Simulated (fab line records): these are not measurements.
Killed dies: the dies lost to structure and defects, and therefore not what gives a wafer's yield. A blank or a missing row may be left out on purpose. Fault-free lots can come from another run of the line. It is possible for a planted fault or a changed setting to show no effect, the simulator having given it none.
fab line records | flow nand-harc | part 2 of 2: steps 25 to 39 of 39
[record] lots = 5 | wafers = 15 | last-day = 32
route steps=1302 shown A_BONDPAD@1220 HYBRID_BOND@1237 THIN_TSV@1244
lots that met no fault: taken from a fault-free run of the same line
start-h: the number of hours between the record's first day and the start of the first shown wafer of the lot | wait-h: hours elapsed since this lot's preceding step | " unchanged from the row above | L1.1+2: several wafers, shown together as one row | - value missing, or start not given | * or withheld: withheld | < > ~ a bound
route shown NAME@n: a module of which the file shows steps, and the number in the route of the first | usual: mean and standard deviation over wafers with no fault | same: alike in all rows | chamber/n: place in a boat | sites: per-site readings | _std_site: standard deviation of those values | _edge_site: mean of outer sites minus mean of inner sites | radius-mm: for every site, how far away it sits from the centre of the wafer | mask NAME#n: copy n | behind: the most recent tool/chamber to have shaped the wafer | hold: why the lot went on hold/how many hours it stayed there/how the hold came to an end | device: names the non-switching transistor (n, p or np) | end of line: the route-end tests of the same wafers | where a step has no rows: the recipe by itself | killed: not the wafer's yield, but the dies lost to structure and defects at the first sort | map: shows each die of a wafer: x if killed, . if not, _ if none is there
set.NAME: the setting as run; set.NAME@STEP: as run at that earlier step | model.NAME: the simulator's own value behind a step, which no gauge read
lots seen at some steps along the route; tables by step, rows by wafer
services: the hour from which a tool's chamber was out of use, counted from the record's first day as start-h (under 0 if before that day), plus the number of hours and why
[[steps]]
[step NHARC_THIN_TSV_THK_MEAS_02]
[recipe] thk-meas-gauge = ir
[usual] thk-nm = 2995/240
lot.wafer | tool          | chamber | start-h | wait-h | thk-nm
L074.3    | film-metro-01 | -       | 562.49  | 0.2    | 3071
L074.4    | "             | -       | "       | "      | 3032
L074.6    | "             | -       | "       | "      | 3305
L077.1    | film-metro-01 | -       | 574.53  | -      | 2809
L077.2    | "             | -       | "       | "      | 2781
L077.6    | "             | -       | "       | "      | 3004
L080.1    | film-metro-02 | -       | 624.47  | -      | 3235
L080.3    | "             | -       | "       | "      | 3294
L080.5    | "             | -       | "       | "      | 3541
L090.2    | film-metro-01 | -       | 702.74  | 0.2    | 2789
L090.3    | "             | -       | "       | "      | 2821
L090.6    | "             | -       | "       | "      | 2988
L092.2    | film-metro-01 | -       | 745.64  | -      | 2937
L092.3    | "             | -       | "       | "      | 2961
L092.4    | "             | -       | "       | "      | 3450
[step NHARC_THIN_TSV_SRD_03]
lot.wafer  | tool         | chamber | start-h | wait-h
L074.3+4+6 | wet-bench-08 | 6,7,0   | 562.54  | 0.1
L077.6+2+1 | wet-bench-08 | 3,6,7   | 574.57  | 0.0
L080.1+3+5 | wet-bench-08 | 7,1,3   | 624.51  | 0.0
L090.3+2+6 | wet-bench-08 | 2,3,5   | 702.80  | 0.1
L092.4+3+2 | wet-bench-08 | 1,2,3   | 745.68  | 0.0
[step NHARC_THIN_TSV_PRECLEAN_41]
[recipe] time-s = * | temp-c = 50 | bath-age-min = 0 | chemistry = SC1
[usual] h2o2-flow-mL-min = 56.60/0.17
lot.wafer | tool         | chamber | start-h | wait-h | h2o2-flow-mL-min
L074.3    | wet-bench-08 | 6       | 562.56  | 0.0    | 56.59
L074.4    | "            | 7       | "       | "      | 56.64
L074.6    | "            | 0       | "       | "      | 56.87
L077.6    | wet-bench-08 | 3       | 574.60  | 0.0    | 56.52
L077.2    | "            | 6       | "       | "      | 56.63
L077.1    | "            | 7       | "       | "      | 56.52
L080.1    | wet-bench-08 | 7       | 624.53  | 0.0    | 56.66
L080.3    | "            | 1       | "       | "      | 57.00
L080.5    | "            | 3       | "       | "      | 56.73
L090.3    | wet-bench-08 | 2       | 702.84  | 0.0    | 56.53
L090.2    | "            | 3       | "       | "      | 56.83
L090.6    | "            | 5       | "       | "      | 56.70
L092.4    | wet-bench-08 | 1       | 745.70  | 0.0    | 56.75
L092.3    | "            | 2       | "       | "      | 56.89
L092.2    | "            | 3       | "       | "      | 56.16
[step NHARC_THIN_TSV_SRD_42]
lot.wafer  | tool         | chamber | start-h | wait-h
L074.3+4+6 | wet-bench-08 | 6,7,0   | -       | -
L077.6+2+1 | wet-bench-08 | 3,6,7   | -       | -
L080.1+3+5 | wet-bench-08 | 7,1,3   | -       | -
L090.3+2+6 | wet-bench-08 | 2,3,5   | -       | -
L092.4+3+2 | wet-bench-08 | 1,2,3   | -       | -
[step NHARC_THIN_TSV_DEP_43]
[recipe] target-thk-a = 13285 | temp-c = withheld | pressure-torr = 6.5 | rf-w = 900 | teos-flow-sccm = 161.4 | flow-sccm = 2650 | target-thk-nm = 1328.5 | gas = O2 | material = SiO2
[usual] chamber-pressure-Torr = 6.503/0.016 | rf-fwd-power-W = 898.2/2.8 | throttle-valve-pct = 16.1/0.61
lot.wafer | tool     | chamber | start-h | wait-h | chamber-pressure-Torr | rf-fwd-power-W | throttle-valve-pct
L074.3    | pecvd-03 | 0       | 562.76  | -      | 6.498                 | 894.0          | 15.1
L074.6    | "        | 2       | "       | "      | 6.524                 | 896.1          | 16.8
L074.4    | "        | 1       | "       | "      | 6.491                 | 900.2          | 16.8
L077.2    | pecvd-04 | 1       | 574.80  | -      | 6.507                 | 901.3          | 15.6
L077.1    | "        | 2       | "       | "      | 6.527                 | 902.1          | 15.7
L077.6    | "        | 2       | "       | "      | 6.508                 | 900.3          | 15.9
L080.1    | pecvd-03 | 2       | 624.73  | -      | 6.495                 | 902.8          | 16.9
L080.3    | "        | 0       | "       | "      | 6.473                 | 894.5          | 15.3
L080.5    | "        | 2       | "       | "      | 6.478                 | 902.7          | 16.7
L090.2    | pecvd-04 | 0       | 703.00  | -      | 6.484                 | 894.9          | 16.2
L090.3    | "        | 1       | "       | "      | 6.501                 | 897.5          | 15.4
L090.6    | "        | 2       | "       | "      | 6.524                 | 895.0          | 16.2
L092.2    | pecvd-04 | 0       | 745.86  | -      | 6.490                 | 898.7          | 16.2
L092.3    | "        | 2       | "       | "      | 6.487                 | 901.0          | 16.2
L092.4    | "        | 1       | "       | "      | 6.486                 | 902.7          | 15.4
[step NHARC_THIN_TSV_DEHYDRATE_04]
[recipe] temp-c = 150 | time-s = 120
lot.wafer  | tool           | chamber | start-h | wait-h
L074.3+4+6 | litho-track-07 | 0       | 563.12  | -
L077.1+2+6 | litho-track-05 | 0       | 575.16  | -
L080.1+3+5 | litho-track-07 | 0       | 625.09  | -
L090.2+3+6 | litho-track-07 | 0       | 703.41  | -
L092.2+3+4 | litho-track-03 | 0       | 746.26  | -
[step NHARC_THIN_TSV_HMDS_05]
[recipe] time-s = 30
lot.wafer  | tool           | chamber | start-h | wait-h
L074.3+4+6 | litho-track-07 | 0       | -       | -
L077.1+2+6 | litho-track-05 | 0       | -       | -
L080.1+3+5 | litho-track-07 | 0       | -       | -
L090.2+3+6 | litho-track-07 | 0       | -       | -
L092.2+3+4 | litho-track-03 | 0       | -       | -
[step NHARC_THIN_TSV_COAT_06]
[recipe] spin-rpm = *
lot.wafer  | tool           | chamber | start-h | wait-h
L074.3+4+6 | litho-track-07 | 0       | -       | -
L077.1+2+6 | litho-track-05 | 0       | -       | -
L080.1+3+5 | litho-track-07 | 0       | -       | -
L090.2+3+6 | litho-track-07 | 0       | -       | -
L092.2+3+4 | litho-track-03 | 0       | -       | -
[step NHARC_THIN_TSV_SOFTBAKE_07]
[recipe] temp-c = 122 | time-s = 95
lot.wafer  | tool           | chamber | start-h | wait-h
L074.3+4+6 | litho-track-07 | 0       | -       | -
L077.1+2+6 | litho-track-05 | 0       | -       | -
L080.1+3+5 | litho-track-07 | 0       | -       | -
L090.2+3+6 | litho-track-07 | 0       | -       | -
L092.2+3+4 | litho-track-03 | 0       | -       | -
[step NHARC_THIN_TSV_EBR_08]
lot.wafer  | tool           | chamber | start-h | wait-h
L074.3+4+6 | litho-track-07 | 0       | -       | -
L077.1+2+6 | litho-track-05 | 0       | -       | -
L080.1+3+5 | litho-track-07 | 0       | -       | -
L090.2+3+6 | litho-track-07 | 0       | -       | -
L092.2+3+4 | litho-track-03 | 0       | -       | -
[step NHARC_THIN_TSV_EXPOSE_09]
[recipe] na = 0.55 | dose-mj = 30.7 | mask-id = TSV
[usual] exposure-dose-mJ-cm2 = 30.71/0.033
[same] na = 0.55
lot.wafer | tool           | chamber | start-h | wait-h | mask  | exposure-dose-mJ-cm2
L074.3    | krf-scanner-02 | 0       | 563.27  | -      | TSV#0 | 30.69
L074.4    | "              | 0       | "       | "      | TSV#0 | 30.70
L074.6    | "              | 0       | "       | "      | TSV#0 | 30.75
L077.1    | krf-scanner-02 | 0       | 575.30  | -      | TSV#0 | 30.63
L077.2    | "              | 0       | "       | "      | TSV#0 | 30.67
L077.6    | "              | 0       | "       | "      | TSV#0 | 30.66
L080.1    | krf-scanner-04 | 0       | 625.36  | -      | TSV#0 | 30.70
L080.3    | "              | 0       | "       | "      | TSV#0 | 30.70
L080.5    | "              | 0       | "       | "      | TSV#0 | 30.72
L090.2    | krf-scanner-04 | 0       | 703.69  | -      | TSV#0 | 30.74
L090.3    | "              | 0       | "       | "      | TSV#0 | 30.75
L090.6    | "              | 0       | "       | "      | TSV#0 | 30.75
L092.2    | krf-scanner-02 | 0       | 746.54  | -      | TSV#0 | 30.71
L092.3    | "              | 0       | "       | "      | TSV#0 | 30.68
L092.4    | "              | 0       | "       | "      | TSV#0 | 30.72
[step NHARC_THIN_TSV_PEB_10]
[recipe] peb-temp-c = 118 | peb-time-s = 85
lot.wafer  | tool           | chamber | start-h | wait-h
L074.3+4+6 | litho-track-05 | 0       | 563.33  | 0.1
L077.1+2+6 | litho-track-07 | 0       | 575.37  | 0.1
L080.1+3+5 | litho-track-05 | 0       | 625.43  | 0.1
L090.2+3+6 | litho-track-03 | 0       | 703.75  | 0.1
L092.2+3+4 | litho-track-05 | 0       | 746.60  | 0.1
[step NHARC_THIN_TSV_DEVELOP_11]
[recipe] time-s = 70
lot.wafer  | tool           | chamber | start-h | wait-h
L074.3+4+6 | litho-track-05 | 0       | -       | -
L077.1+2+6 | litho-track-07 | 0       | -       | -
L080.1+3+5 | litho-track-05 | 0       | -       | -
L090.2+3+6 | litho-track-03 | 0       | -       | -
L092.2+3+4 | litho-track-05 | 0       | -       | -
[step NHARC_THIN_TSV_CD_MEAS_12]
[recipe] target-cd-nm = 1000 | landing-energy-ev = 500
[usual] cd-nm = 999.3/1.8
lot.wafer | tool      | chamber | start-h | wait-h | cd-nm
L074.3    | cd-sem-03 | 0       | 563.42  | -      | 999.9
L074.4    | "         | 0       | "       | "      | 999.8
L074.6    | "         | 0       | "       | "      | 998.9
L077.1    | cd-sem-03 | 0       | 575.46  | -      | 998.8
L077.2    | "         | 0       | "       | "      | 1000.2
L077.6    | "         | 0       | "       | "      | 999.3
L080.1    | cd-sem-01 | 0       | 625.52  | -      | 998.0
L080.3    | "         | 0       | "       | "      | 999.7
L080.5    | "         | 0       | "       | "      | 999.4
L090.2    | cd-sem-01 | 0       | 703.84  | -      | 997.0
L090.3    | "         | 0       | "       | "      | 999.1
L090.6    | "         | 0       | "       | "      | 997.2
L092.2    | cd-sem-02 | 0       | 746.69  | -      | 999.1
L092.3    | "         | 0       | "       | "      | 1000.9
L092.4    | "         | 0       | "       | "      | 1000.8
[step NHARC_THIN_TSV_HARDBAKE_13]
[recipe] temp-c = 125 | time-s = 80
lot.wafer  | tool           | chamber | start-h | wait-h
L074.3+4+6 | litho-track-07 | 0       | 563.52  | -
L077.1+2+6 | litho-track-03 | 0       | 575.54  | -
L080.1+3+5 | litho-track-05 | 0       | 625.60  | -
L090.2+3+6 | litho-track-07 | 0       | 703.92  | -
L092.2+3+4 | litho-track-03 | 0       | 746.77  | -
[[services]]
tool            | chamber | start-h | hours | kind
rie-diel-10     | 3       | 524.76  | 7.6   | repair
pvd-sputter-03  | -       | 526.18  | 10.0  | pm
pvd-sputter-02  | -       | 559.35  | 4.8   | repair
rie-diel-09     | 2       | 583.96  | 4.6   | repair
rie-diel-10     | 0       | 594.28  | 3.0   | repair
rie-diel-10     | -       | 596.54  | 9.0   | pm
litho-track-07  | -       | 601.00  | 7.0   | pm
pvd-sputter-03  | -       | 622.75  | 2.2   | repair
litho-track-03  | -       | 625.00  | 7.0   | pm
rie-diel-09     | 3       | 633.77  | 4.6   | repair
pvd-sputter-02  | -       | 638.00  | 10.0  | pm
wet-bench-08    | -       | 646.40  | 8.0   | pm
rie-diel-10     | 0       | 647.15  | 11.7  | repair
litho-track-05  | -       | 649.00  | 7.0   | pm
wet-bench-10    | -       | 663.25  | 8.0   | pm
pvd-sputter-03  | -       | 670.08  | 3.7   | repair
grinder-01      | -       | 670.50  | 2.4   | repair
rie-diel-09     | -       | 674.19  | 9.0   | pm
rie-diel-10     | 2       | 682.69  | 5.3   | repair
grinder-01      | -       | 695.84  | 3.0   | repair
rie-diel-10     | 1       | 699.07  | 1.6   | repair
pvd-sputter-03  | -       | 704.18  | 10.0  | pm
rie-diel-09     | 1       | 717.57  | 6.1   | repair
wafer-bonder-01 | -       | 723.94  | 4.4   | repair
